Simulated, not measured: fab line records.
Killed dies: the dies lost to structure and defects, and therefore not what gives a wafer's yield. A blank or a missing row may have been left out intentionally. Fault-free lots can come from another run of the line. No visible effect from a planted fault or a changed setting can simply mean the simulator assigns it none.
Chamber matching ; flow n5Finfet ; 3 sister chambers for N5_BEOL_M3_PRE_CLEAN_60 on cvdCo-01
The step time 15 s. 42 wafers are shown with their chamber, then 12 later ones without.

WAFERS PAIRED WITH THEIR CHAMBERS
wafer;chamber;heaterPowerW (W)
L074.1;0;65
L074.3;1;110
L074.5;2;83
L075.2;0;65
L075.4;1;111
L075.6;0;63
L078.1;2;86
L078.4;1;113
L078.6;0;64
L079.1;2;85
L079.2;1;111
L079.3;0;64
L080.1;0;64
L080.5;1;111
L080.6;0;63
L081.1;0;64
L081.5;1;112
L081.6;0;64
L082.1;2;84
L082.3;1;110
L082.5;1;113
L083.1;1;112
L083.2;0;65
L083.5;0;65
L085.1;1;112
L085.2;2;86
L085.6;1;113
L086.1;0;64
L086.3;1;110
L086.5;0;67
L088.3;0;64
L088.5;1;110
L088.6;0;64
L087.1;2;85
L087.2;1;113
L087.3;1;112
L089.1;1;111
L089.2;2;87
L089.5;0;63
L090.2;2;85
L090.4;0;65
L090.6;1;111

SIGNATURES, as means of the wafers listed above
reading;chamber 0;chamber 1;chamber 2;scatter within a chamber
heaterPowerW;64.29;111.47;85.12;1.09
Rule: a wafer lies at a distance from a chamber equal to the root of the sum of squares, over the readings, of (its reading less the chamber's mean, divided by the reading's scatter). If the next closest chamber is less than 2 further off than the closest, the wafer can't be placed; otherwise it belongs to the closest. The scatter: take each reading less its chamber's mean, square it, sum over the shown wafers, divide by the number of wafers less the number of chambers, and take the root.

WAFERS WHOSE CHAMBER IS MISSING
wafer;heaterPowerW (W)
L091.1;111
L091.2;87
L091.6;109
L094.2;110
L094.3;67
L094.5;110
L095.1;64
L095.3;86
L095.6;65
L097.1;112
L097.3;86
L097.6;110

WHICH CHAMBER EACH WENT THROUGH
wafer;from the rows above;in truth
L091.1;1;1
L091.2;2;2
L091.6;1;1
L094.2;1;1
L094.3;0;0
L094.5;1;1
L095.1;0;0
L095.3;2;2
L095.6;0;0
L097.1;1;1
L097.3;2;2
L097.6;1;1
Placed correctly: 12 of 12. Left unplaced by these rows: 0. 0 placed wrongly.
